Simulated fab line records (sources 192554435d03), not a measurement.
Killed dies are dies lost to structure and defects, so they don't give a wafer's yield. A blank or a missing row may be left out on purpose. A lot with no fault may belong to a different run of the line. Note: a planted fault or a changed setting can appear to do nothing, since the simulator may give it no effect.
Split-lot study :: flow n5-finfet :: route with 1938 steps; 7 lots, 21 wafers read

== SPLIT DETAILS ==
At N5_BEOL_M6_HM_DEP_02 (deposits TiN, target thk 20 nm), the setting target-thk-a was moved away from the recipe's 200 angstrom on 7 of the 21 wafers read, by -8.3% to +12.8%. For the rest of the wafers, this setting stayed at what the recipe calls for.

== FROM THE SPLIT TO THE READING: what the file shows between them, 8 steps ==
- N5_BEOL_M6_COAT_05: resist thk 90 nm (also split here: spin-rpm)
- N5_BEOL_M6_EBR_07
- N5_BEOL_M6_SOFTBAKE_06: time 60 s
- N5_BEOL_M6_DESCUM_16: chemistry O2, time 7.9 s
- N5_BEOL_M6_ETCH_61: etches SiARC in CF4, target depth 45.5 nm, time 75.8 s
- N5_BEOL_M6_ETCH_62: etches SOC in N2/H2, target depth 110 nm, overetch 22 nm, time 165 s
- N5_BEOL_M6_STRIP_68: strips in N2/H2
- N5_BEOL_M6_STRIP_67: strips in CF4

== THE READING ==
etch.depth-nm (the simulator's own value, which no gauge read), in nm, at N5_BEOL_M6_HM_OPEN_17 (chemistry Cl2/BCl3, target TiN, target depth 20 nm, overetch 6 nm). There is no usual value for it anywhere in the file. Across the 14 wafers here that went through the recipe, the average is 20.07 nm and the standard deviation 0.25 nm.

wafer: L077.2
tool, chamber at the split: pvd-sputter-03, -
target-thk-a as run, angstrom: 200
against the recipe: recipe
etch.depth-nm, nm: 20.3
against lot-mates on the recipe: -

wafer: L077.3
tool, chamber at the split: pvd-sputter-03, -
target-thk-a as run, angstrom: 216.8
against the recipe: +8.4%
etch.depth-nm, nm: 21.77
against lot-mates on the recipe: +1.55

wafer: L077.5
tool, chamber at the split: pvd-sputter-03, -
target-thk-a as run, angstrom: 200
against the recipe: recipe
etch.depth-nm, nm: 20.13
against lot-mates on the recipe: -

wafer: L078.2
tool, chamber at the split: pvd-sputter-02, -
target-thk-a as run, angstrom: 200
against the recipe: recipe
etch.depth-nm, nm: 20.11
against lot-mates on the recipe: -

wafer: L078.3
tool, chamber at the split: pvd-sputter-02, -
target-thk-a as run, angstrom: 200
against the recipe: recipe
etch.depth-nm, nm: 20.2
against lot-mates on the recipe: -

wafer: L078.5
tool, chamber at the split: pvd-sputter-02, -
target-thk-a as run, angstrom: 221.7
against the recipe: +10.9%
etch.depth-nm, nm: 22.29
against lot-mates on the recipe: +2.13

wafer: L080.2
tool, chamber at the split: pvd-sputter-01, -
target-thk-a as run, angstrom: 183.4
against the recipe: -8.3%
etch.depth-nm, nm: 17.92
against lot-mates on the recipe: -2.37

wafer: L080.3
tool, chamber at the split: pvd-sputter-01, -
target-thk-a as run, angstrom: 183.4
against the recipe: -8.3%
etch.depth-nm, nm: 18.07
against lot-mates on the recipe: -2.22

wafer: L080.4
tool, chamber at the split: pvd-sputter-01, -
target-thk-a as run, angstrom: 200
against the recipe: recipe
etch.depth-nm, nm: 20.29
against lot-mates on the recipe: -

wafer: L079.3
tool, chamber at the split: pvd-sputter-03, -
target-thk-a as run, angstrom: 200
against the recipe: recipe
etch.depth-nm, nm: 20.1
against lot-mates on the recipe: -

wafer: L079.4
tool, chamber at the split: pvd-sputter-03, -
target-thk-a as run, angstrom: 200
against the recipe: recipe
etch.depth-nm, nm: 20.36
against lot-mates on the recipe: -

wafer: L079.6
tool, chamber at the split: pvd-sputter-03, -
target-thk-a as run, angstrom: 200
against the recipe: recipe
etch.depth-nm, nm: 20.03
against lot-mates on the recipe: -

wafer: L086.1
tool, chamber at the split: pvd-sputter-03, -
target-thk-a as run, angstrom: 200
against the recipe: recipe
etch.depth-nm, nm: 20.17
against lot-mates on the recipe: -

wafer: L086.2
tool, chamber at the split: pvd-sputter-03, -
target-thk-a as run, angstrom: 200
against the recipe: recipe
etch.depth-nm, nm: 20.42
against lot-mates on the recipe: -

wafer: L086.3
tool, chamber at the split: pvd-sputter-03, -
target-thk-a as run, angstrom: 225.7
against the recipe: +12.8%
etch.depth-nm, nm: 23.09
against lot-mates on the recipe: +2.79

wafer: L090.3
tool, chamber at the split: pvd-sputter-02, -
target-thk-a as run, angstrom: 200
against the recipe: recipe
etch.depth-nm, nm: 19.73
against lot-mates on the recipe: -

wafer: L090.5
tool, chamber at the split: pvd-sputter-02, -
target-thk-a as run, angstrom: 185.8
against the recipe: -7.1%
etch.depth-nm, nm: 18.3
against lot-mates on the recipe: -1.43

wafer: L090.6
tool, chamber at the split: pvd-sputter-02, -
target-thk-a as run, angstrom: 185.8
against the recipe: -7.1%
etch.depth-nm, nm: 18.3
against lot-mates on the recipe: -1.43

wafer: L091.1
tool, chamber at the split: pvd-sputter-02, -
target-thk-a as run, angstrom: 200
against the recipe: recipe
etch.depth-nm, nm: 19.68
against lot-mates on the recipe: -

wafer: L091.4
tool, chamber at the split: pvd-sputter-02, -
target-thk-a as run, angstrom: 200
against the recipe: recipe
etch.depth-nm, nm: 19.71
against lot-mates on the recipe: -

wafer: L091.6
tool, chamber at the split: pvd-sputter-02, -
target-thk-a as run, angstrom: 200
against the recipe: recipe
etch.depth-nm, nm: 19.7
against lot-mates on the recipe: -

FIT RESULTS
A straight line over all 21 wafers: etch.depth-nm changes by +0.231 nm for each +1% of target-thk-a; r = +0.98; the points scatter about the line by 0.24 nm.
The same after taking each lot's own level away (the mean of its wafers on the recipe; 21 wafers): +0.221 nm for each +1%; r = +0.99; scatter 0.19 nm.
According to that fit, moving target-thk-a by its largest amount changes the reading by 2.8 nm.
From 19.697 to 20.295 nm: that is the span of the lots' own levels, equal to 2.4 times the standard deviation above.
The two slopes agree, so the slope changes little with the lot-to-lot level.
Check: +2.77 nm against its lot-mates is what the line predicts for one of the wafers moved furthest among these (+12.8%) when that wafer is left out of the fit. Against them it came out at +2.79 nm.

== OTHER SPLITS APPLIED TO THESE WAFERS ==
Other splits were also applied to these wafers ahead of the reading. Each is held against what the fit with the lots' levels taken away leaves over:
other split on the same wafers: N5_BEOL_M5_ILD_DEP_00 time-s
wafers away from the commonest value: 7
r with etch.depth-nm (lot level and that fit taken away): -0.24

other split on the same wafers: N5_BEOL_M5_HM_DEP_02 target-thk-a
wafers away from the commonest value: 6
r with etch.depth-nm (lot level and that fit taken away): +0.18

other split on the same wafers: N5_BEOL_M6_COAT_05 spin-rpm
wafers away from the commonest value: 10
r with etch.depth-nm (lot level and that fit taken away): +0.01

== THE WHOLE CHAIN: every reading that the file lists as answering this split, in the file's order ==
step: N5_BEOL_M6_HM_DEP_02
what it does: deposits TiN, target thk 20 nm
reading: TiN_of_BEOL_M6_HM_DEP_02.thk-nm (the simulator's own value, which no gauge read)
change (the file's fit): +0.209 nm for each +1% of the setting
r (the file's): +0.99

step: N5_BEOL_M6_HM_OPEN_17
what it does: chemistry Cl2/BCl3, target TiN, target depth 20 nm, overetch 6 nm
reading: etch.depth-nm (the simulator's own value, which no gauge read)
change (the file's fit): +0.214 nm for each +1% of the setting
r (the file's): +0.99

== FILE'S OWN FIT ==
etch.depth-nm changes by +0.214 nm for each +1% of target-thk-a, r = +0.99.
